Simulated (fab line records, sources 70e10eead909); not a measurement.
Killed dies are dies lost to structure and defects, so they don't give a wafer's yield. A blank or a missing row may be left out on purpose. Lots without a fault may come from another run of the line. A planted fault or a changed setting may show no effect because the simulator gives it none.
Chamber matching | flow nand_harc | NHARC_A_SLIT_ETCH_29 on rie_diel-10: 4 sister chambers
The step etches the open film in CF4/O2, target depth 100 nm, overetch 10 nm, time 55 s. 20 wafers are shown with their chamber, then 10 later ones without.

WAFERS WITH THEIR CHAMBER
wafer  | chamber | drypump_motor_current_A (A) | rf_vpp_V (V) | oes_product_au (a.u.)
L074.3 | 0       | 6.2                         | 200.4        | 1.005
L074.4 | 3       | 6.2                         | 196.1        | 0.999
L074.5 | 3       | 6.2                         | 196.7        | 1.009
L077.1 | 3       | 6.2                         | 194.8        | 1.006
L077.2 | 0       | 6.2                         | 199.5        | 0.998
L077.5 | 0       | 6.2                         | 201.1        | 0.993
L076.1 | 1       | 5.7                         | 199.9        | 1.001
L076.3 | 3       | 6.2                         | 195.3        | 1.003
L076.4 | 0       | 6.3                         | 199.3        | 0.999
L078.1 | 3       | 6.1                         | 196.4        | 1.005
L078.2 | 2       | 5.2                         | 198.6        | 1.023
L078.4 | 1       | 5.7                         | 199.4        | 1.002
L080.2 | 1       | 5.6                         | 200.0        | 1.008
L080.3 | 3       | 6.1                         | 196.1        | 0.998
L080.5 | 3       | 6.1                         | 195.8        | 1.004
L089.2 | 2       | 5.2                         | 199.0        | 1.006
L089.4 | 3       | 6.1                         | 196.2        | 1.002
L089.5 | 0       | 6.2                         | 197.1        | 0.992
L092.1 | 3       | 6.2                         | 195.5        | 0.988
L092.3 | 1       | 5.7                         | 197.8        | 1.008

SIGNATURES (means of the wafers above)
reading                 | chamber 0 | chamber 1 | chamber 2 | chamber 3 | scatter within a chamber
drypump_motor_current_A | 6.220     | 5.675     | 5.200     | 6.156     | 0.0486
rf_vpp_V                | 199.480   | 199.275   | 198.800   | 195.878   | 0.973
oes_product_au          | 0.99740   | 1.00475   | 1.01450   | 1.00156   | 0.0061
Rule: a wafer's distance from a chamber is the root of the sum, over the readings, of the square of ((its reading less the chamber's mean) divided by the reading's scatter). The wafer belongs to the nearest chamber; if the next one is less than 2 further off, it can't be placed. The scatter: the root of (the sum of the squares of (reading less its chamber's mean) over the shown wafers, divided by (wafers less chambers)).

WAFERS WITHOUT THEIR CHAMBER
wafer  | drypump_motor_current_A (A) | rf_vpp_V (V) | oes_product_au (a.u.)
L092.4 | 6.2                         | 199.9        | 0.996
L093.1 | 5.6                         | 199.8        | 1.009
L093.2 | 6.1                         | 196.9        | 0.996
L093.5 | 5.3                         | 199.6        | 1.018
L095.2 | 6.2                         | 198.5        | 1.002
L095.3 | 6.1                         | 195.7        | 0.997
L095.6 | 6.1                         | 197.1        | 0.984
L097.2 | 5.7                         | 200.4        | 1.012
L097.4 | 6.2                         | 200.2        | 0.996
L097.6 | 5.7                         | 198.8        | 0.996

WHICH CHAMBER EACH WENT THROUGH
wafer  | from the rows above     | in truth
L092.4 | 0                       | 0
L093.1 | 1                       | 1
L093.2 | can't be placed: 3 or 0 | 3
L093.5 | 2                       | 2
L095.2 | can't be placed: 0 or 3 | 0
L095.3 | 3                       | 3
L095.6 | can't be placed: 3 or 0 | 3
L097.2 | 1                       | 1
L097.4 | 0                       | 0
L097.6 | 1                       | 1
Placed correctly: 7 of 10. Can't be placed from these rows: 3 (the true chamber is among the candidates in 3). Placed wrongly: 0.
